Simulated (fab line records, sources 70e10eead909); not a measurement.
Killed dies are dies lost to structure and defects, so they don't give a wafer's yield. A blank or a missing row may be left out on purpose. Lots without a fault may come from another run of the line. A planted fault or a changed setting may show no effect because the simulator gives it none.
fab line records | flow nand_harc | part 2 of 2: steps 30 to 39 of 39
record lots=5 wafers=15 last_day=33
route steps=1302 shown P_STI@92 P_GATE@110
lots that met no fault: from a run of the same line without faults
start_h: hours from the record's first day to the start of the lot's first wafer shown | wait_h: hours since the lot's step before | " the same as in the row above | L1.1+2: a row that stands for several wafers | - no value, or no start given | * or withheld: withheld | < > ~ a bound
route shown NAME@n: a module of which the file shows steps, and the number in the route of the first | usual: mean/standard deviation of fault-free wafers | same: alike in all rows | chamber/n: place in a boat | sites: the reading at each site | _std_site: their standard deviation | _edge_site: outer sites' mean less inner sites' | radius_mm: how far each site lies from the wafer's centre | mask NAME#n: copy n | behind: the tool/chamber that last shaped the wafer | hold: why the lot was held/for how many hours/how that ended | device: the transistor (n, p or np) that didn't switch | end of line: the same wafers' tests at the end of the route | a step without rows: its recipe alone | killed: dies lost to structure and defects at the first sort, not the wafer's yield | map: a wafer's dies, x killed, . not, _ none there
set.NAME: the setting as run; set.NAME@STEP: as run at that earlier step | model.NAME: the simulator's own value behind a step, which no gauge read
lots at some steps of the route; a table a step, a row a wafer
services: from which hour (start_h, from the record's first day; less than 0 if before it) a tool's chamber was out of use, for how many hours, and why
## steps
# step NHARC_P_GATE_CD_MEAS_11
# recipe target_cd_nm=1640 landing_energy_ev=500
# usual cd_nm=1641.2/1.9
# columns lot.wafer tool chamber start_h wait_h cd_nm
L076.2 cd_sem-01 0 101.74 - 1638.7
L076.3 " 0 " " 1644.1
L076.5 " 0 " " 1644.5
L080.4 cd_sem-02 0 144.18 - 1641.8
L080.5 " 0 " " 1640.4
L080.6 " 0 " " 1637.6
L083.4 cd_sem-01 0 172.28 - 1641.2
L083.5 " 0 " " 1643.7
L083.6 " 0 " " 1639.8
L092.1 cd_sem-03 0 258.89 - 1642.2
L092.5 " 0 " " 1644.3
L092.6 " 0 " " 1640.2
L097.3 cd_sem-03 0 314.19 - 1642.5
L097.4 " 0 " " 1641.8
L097.6 " 0 " " 1642.6
# step NHARC_P_GATE_HARDBAKE_12
# recipe temp_c=125 time_s=80
# usual chill_plate_temp_C=23.00/0.1 exhaust_pa=45.1/0.82
# columns lot.wafer tool chamber start_h wait_h chill_plate_temp_C exhaust_pa
L076.2 litho_track-02 0 101.82 - 22.94 44.5
L076.3 " 0 " " 22.92 45.6
L076.5 " 0 " " 23.13 43.4
L080.4 litho_track-07 0 144.26 - 23.11 45.2
L080.5 " 0 " " 23.02 45.3
L080.6 " 0 " " 23.17 45.2
L083.4 litho_track-02 0 172.36 - 23.04 43.7
L083.5 " 0 " " 23.07 45.4
L083.6 " 0 " " 23.23 45.0
L092.1 litho_track-03 0 258.97 - 22.96 45.9
L092.5 " 0 " " 23.04 45.7
L092.6 " 0 " " 22.91 46.2
L097.3 litho_track-03 0 314.27 - 22.98 45.3
L097.4 " 0 " " 22.95 45.3
L097.6 " 0 " " 23.04 45.6
# step NHARC_P_GATE_DESCUM_13
# recipe time_s=3 o2_flow_sccm=200 ar_flow_sccm=0 bias_power_w=0 chemistry=O2
# usual drypump_motor_current_A=5.5/0.46 o2_flow_sccm=200.0/0.6 oes_product_au=0.999/0.01 rf_vpp_V=57.7/0.95 showerhead_plenum_p_Torr=1.91/0.095 throttle_valve_pct=11.310/0.009
# same bias_power_w=0
# columns lot.wafer tool chamber start_h wait_h drypump_motor_current_A o2_flow_sccm oes_product_au rf_hours_counter_h rf_vpp_V showerhead_plenum_p_Torr throttle_valve_pct
L076.2 rie_diel-04 3 101.93 - 5.2 200.7 1.008 3.5 58.5 2.06 11.318
L076.3 " 0 " " 5.2 200.1 1.016 2.9 57.5 1.95 11.318
L076.5 " 2 " " 5.9 200.4 1.014 - 56.8 1.79 11.319
L080.4 rie_diel-04 2 144.34 - 5.8 200.1 1.009 6.6 57.1 1.79 11.301
L080.5 " 1 " " 5.5 201.1 1.005 - 56.8 1.80 11.310
L080.6 " 2 " " 5.8 199.9 1.010 - 57.7 1.79 11.310
L083.4 rie_diel-11 2 172.44 - 6.1 199.1 0.994 6.2 57.3 1.96 11.312
L083.5 " 1 " " 5.3 200.1 0.997 - 58.6 1.83 11.316
L083.6 " 2 " " 6.1 199.6 0.991 - 57.6 1.96 11.299
L092.1 rie_diel-12 0 259.06 - 5.7 201.7 0.990 7.0 58.7 2.04 11.325
L092.6 " 3 " " 6.1 200.5 0.985 - 56.7 1.88 11.309
L092.5 " 0 " " 5.6 200.6 0.989 - 58.7 2.04 11.297
L097.3 rie_diel-12 3 314.35 - 6.1 200.5 0.990 1.4 57.9 1.88 11.299
L097.4 " 1 " " 6.2 199.9 0.991 0.9 56.5 1.84 11.306
L097.6 " 0 " " 5.6 199.4 0.991 - 58.5 2.04 11.285
# step NHARC_P_GATE_ETCH_14
# recipe target_depth_a=488 chemistry=dHF material=SiO2
# columns lot.wafer tool chamber start_h wait_h
L076.3+5+2 wet_bench-04 1,2,3 102.04 0.1
L080.6+5+4 wet_bench-04 1,2,6 144.47 0.1
L083.4+6+5 wet_bench-01 0,3,5 172.57 0.1
L092.6+1+5 wet_bench-04 1,5,6 259.19 0.1
L097.3+6+4 wet_bench-09 1,5,6 314.49 0.1
# step NHARC_P_GATE_STRIP_15
# recipe time_s=780 temp_c=130 chemistry=SPM
# columns lot.wafer tool chamber start_h wait_h
L076.3+5+2 wet_bench-04 1,2,3 102.08 0.0
L080.6+5+4 wet_bench-04 1,2,6 144.51 0.0
L083.4+6+5 wet_bench-01 0,3,5 172.61 0.0
L092.6+1+5 wet_bench-04 1,5,6 259.23 0.0
L097.3+6+4 wet_bench-09 1,5,6 314.53 0.0
# step NHARC_P_GATE_PRECLEAN_71
# recipe time_s=* temp_c=50 bath_age_min=0 chemistry=SC1
# usual diw_flow_mL_min=1415/4.6
# same bath_age_min=0
# columns lot.wafer tool chamber start_h wait_h diw_flow_mL_min
L076.3 wet_bench-04 1 - - 1406
L076.5 " 2 " " 1410
L076.2 " 3 " " 1418
L080.6 wet_bench-04 1 - - 1417
L080.5 " 2 " " 1420
L080.4 " 6 " " 1427
L083.4 wet_bench-01 0 - - 1414
L083.6 " 3 " " 1415
L083.5 " 5 " " 1421
L092.6 wet_bench-04 1 - - 1413
L092.1 " 5 " " 1408
L092.5 " 6 " " 1418
L097.3 wet_bench-09 1 - - 1413
L097.6 " 5 " " 1406
L097.4 " 6 " " 1415
# step NHARC_P_GATE_SRD_72
# columns lot.wafer tool chamber start_h wait_h
L076.3+5+2 wet_bench-04 1,2,3 - -
L080.6+5+4 wet_bench-04 1,2,6 - -
L083.4+6+5 wet_bench-01 0,3,5 - -
L092.6+1+5 wet_bench-04 1,5,6 - -
L097.3+6+4 wet_bench-09 1,5,6 - -
# step NHARC_P_GATE_OXIDE_16
# recipe target_thk_a=30 temp_c=875 ox_time_s=392 material=SiO2
# usual ox_temp_c=875.0/0.4 tube_center_temp_C=875/0.077 zone_power_bottom_pct=26.8/2.8
# columns lot.wafer tool chamber start_h wait_h ox_temp_c tube_center_temp_C zone_power_bottom_pct
L076.2 furnace-08 0 105.88 - 875.1 874.89 30.0
L076.3 " 0 " " 874.8 874.99 29.4
L076.5 " 0 " " 874.6 875.08 29.3
L080.4 furnace-08 0 148.31 - 875.2 874.9 29.6
L080.5 " 0 " " 875.3 874.93 30.0
L080.6 " 0 " " 874.8 875 29.9
L083.4 furnace-07 0 176.03 - 875.9 875.17 23.0
L083.5 " 0 " " 875.2 875.01 23.2
L083.6 " 0 " " 875.0 875.02 23.1
L092.1 furnace-08 0 264.89 - 875.2 874.9 29.7
L092.5 " 0 " " 875.0 874.88 29.7
L092.6 " 0 " " 875.6 874.86 29.6
L097.3 furnace-01 0 318.47 - 874.4 875.07 27.4
L097.4 " 0 " " 874.9 874.93 27.1
L097.6 " 0 " " 874.3 875.03 27.3
# step NHARC_P_GATE_CVD_17
# recipe target_thk_a=1500 temp_c=620 time_s=900 material=poly-Si
# usual tube_center_temp_C=619.99/0.056 zone_power_bottom_pct=14.2/1.1
# columns lot.wafer tool chamber start_h wait_h tube_center_temp_C zone_power_bottom_pct
L076.2 lpcvd_poly-01 0 112.49 3.1 620.04 15.0
L076.3 " 0 " " 620.05 15.4
L076.5 " 0 " " 619.91 15.2
L080.4 lpcvd_poly-01 0 154.44 2.5 619.97 15.1
L080.5 " 0 " " 619.94 15.1
L080.6 " 0 " " 619.97 15.1
L083.4 lpcvd_poly-03 0 183.00 3.5 619.98 12.6
L083.5 " 0 " " 620.06 12.5
L083.6 " 0 " " 620.05 12.5
L092.1 lpcvd_poly-03 0 271.06 2.6 619.91 13.0
L092.5 " 0 " " 619.92 12.5
L092.6 " 0 " " 619.98 12.6
L097.3 lpcvd_poly-03 0 324.64 2.6 620 12.7
L097.4 " 0 " " 620.07 12.5
L097.6 " 0 " " 620.02 12.3
# step NHARC_P_GATE_HM_DEP_102
# recipe target_thk_a=1200 temp_c=400 material=aC
# usual throttle_valve_pct=35.000/0.0089
# columns lot.wafer tool chamber start_h wait_h throttle_valve_pct
L076.2 acl_dep-03 0 115.17 0.5 35.009
L076.3 " 0 " " 34.988
L076.5 " 0 " " 34.994
L080.4 acl_dep-03 0 157.35 0.7 34.996
L080.5 " 0 " " 35.001
L080.6 " 0 " " 34.987
L083.4 acl_dep-01 0 187.09 1.9 35.003
L083.5 " 0 " " 35.010
L083.6 " 0 " " 35.006
L092.1 acl_dep-02 0 275.79 2.5 35.007
L092.5 " 0 " " 35.002
L092.6 " 0 " " 35.002
L097.3 acl_dep-03 0 327.49 0.6 34.997
L097.4 " 0 " " 34.996
L097.6 " 0 " " 35.004
## services
# columns tool chamber start_h hours kind
wet_bench-04 - 51.20 8.0 pm
litho_track-02 - 52.00 7.0 pm
wet_bench-02 - 68.03 8.0 pm
litho_track-07 - 76.00 7.0 pm
wet_bench-09 - 96.93 1.5 repair
litho_track-03 - 100.00 7.0 pm
wet_bench-03 - 100.43 1.7 repair
wet_bench-01 - 101.60 8.0 pm
acl_dep-03 - 116.81 13.0 pm
furnace-08 - 128.40 8.5 repair
wet_bench-01 - 141.42 1.8 repair
wet_bench-09 - 176.80 8.0 pm
hdpcvd-01 - 185.00 13.0 pm
wet_bench-06 - 193.65 8.0 pm
furnace-01 - 206.06 26.0 pm
wet_bench-03 - 210.40 8.0 pm
litho_track-02 - 227.00 7.0 pm
wet_bench-04 - 227.20 8.0 pm
wet_bench-02 - 244.03 8.0 pm
litho_track-07 - 251.00 7.0 pm
litho_track-03 - 275.00 7.0 pm
wet_bench-01 - 277.60 8.0 pm
acl_dep-03 - 300.13 13.0 pm
wet_bench-04 - 320.32 1.8 repair
